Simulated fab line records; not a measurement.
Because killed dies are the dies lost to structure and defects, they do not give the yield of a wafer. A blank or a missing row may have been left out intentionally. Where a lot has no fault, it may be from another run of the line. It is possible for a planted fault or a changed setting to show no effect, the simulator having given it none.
Chamber matching || flow nand_harc || NHARC_P_CONTACT_CMP_24 on cmp-03 has 4 sister chambers
The step polishes, t overpolish 30 s, target thk 200 nm. 8 wafers are shown with their chamber, then 9 later ones without.

WAFERS PAIRED WITH THEIR CHAMBERS
{"wafer": "L077.6", "chamber": 3, "motor_current_A (A)": 11.9, "time_to_endpoint_s (s)": 39.5}
{"wafer": "L082.3", "chamber": 3, "motor_current_A (A)": 12.6, "time_to_endpoint_s (s)": 41.7}
{"wafer": "L083.2", "chamber": 0, "motor_current_A (A)": 11.7, "time_to_endpoint_s (s)": 42.6}
{"wafer": "L083.5", "chamber": 2, "motor_current_A (A)": 10.9, "time_to_endpoint_s (s)": 43.4}
{"wafer": "L083.6", "chamber": 1, "motor_current_A (A)": 12.9, "time_to_endpoint_s (s)": 41.2}
{"wafer": "L084.1", "chamber": 0, "motor_current_A (A)": 11.8, "time_to_endpoint_s (s)": 39.2}
{"wafer": "L084.2", "chamber": 1, "motor_current_A (A)": 13.3, "time_to_endpoint_s (s)": 41.0}
{"wafer": "L084.4", "chamber": 2, "motor_current_A (A)": 10.6, "time_to_endpoint_s (s)": 43.3}

WAFERS WHOSE CHAMBER IS MISSING
{"wafer": "L087.3", "motor_current_A (A)": 11.7, "time_to_endpoint_s (s)": 40.2}
{"wafer": "L087.4", "motor_current_A (A)": 12.5, "time_to_endpoint_s (s)": 39.9}
{"wafer": "L087.6", "motor_current_A (A)": 13.1, "time_to_endpoint_s (s)": 41.0}
{"wafer": "L088.3", "motor_current_A (A)": 13.7, "time_to_endpoint_s (s)": 38.9}
{"wafer": "L088.5", "motor_current_A (A)": 12.6, "time_to_endpoint_s (s)": 44.1}
{"wafer": "L088.6", "motor_current_A (A)": 10.6, "time_to_endpoint_s (s)": 44.5}
{"wafer": "L091.1", "motor_current_A (A)": 12.1, "time_to_endpoint_s (s)": 37.7}
{"wafer": "L091.2", "motor_current_A (A)": 10.7, "time_to_endpoint_s (s)": 41.4}
{"wafer": "L091.3", "motor_current_A (A)": 11.9, "time_to_endpoint_s (s)": 38.6}

THE CHAMBER EACH PASSED THROUGH
{"wafer": "L087.3", "from the rows above": "can't be placed: 0 or 3", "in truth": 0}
{"wafer": "L087.4", "from the rows above": "can't be placed: 3 or 1 or 0", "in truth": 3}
{"wafer": "L087.6", "from the rows above": 1, "in truth": 1}
{"wafer": "L088.3", "from the rows above": 1, "in truth": 1}
{"wafer": "L088.5", "from the rows above": "can't be placed: 1 or 3 or 0", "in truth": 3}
{"wafer": "L088.6", "from the rows above": 2, "in truth": 2}
{"wafer": "L091.1", "from the rows above": "can't be placed: 3 or 0 or 1", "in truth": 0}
{"wafer": "L091.2", "from the rows above": 2, "in truth": 2}
{"wafer": "L091.3", "from the rows above": "can't be placed: 0 or 3", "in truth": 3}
Placed correctly: 4 of 9. These rows do not allow placing 5 (true chamber among the candidates in 5). Placed wrongly: 0.
How it was worked out, from the rows above alone: a wafer's distance from a chamber is the root of the sum, over the readings, of the square of ((its reading less the chamber's mean) divided by the reading's scatter). If the next closest chamber is less than 2 further off than the closest, the wafer can't be placed; otherwise it belongs to the closest. Each chamber's mean is taken over the wafers shown for it. The scatter: the root of (the sum of the squares of (reading less its chamber's mean) over the shown wafers, divided by (wafers less chambers)).
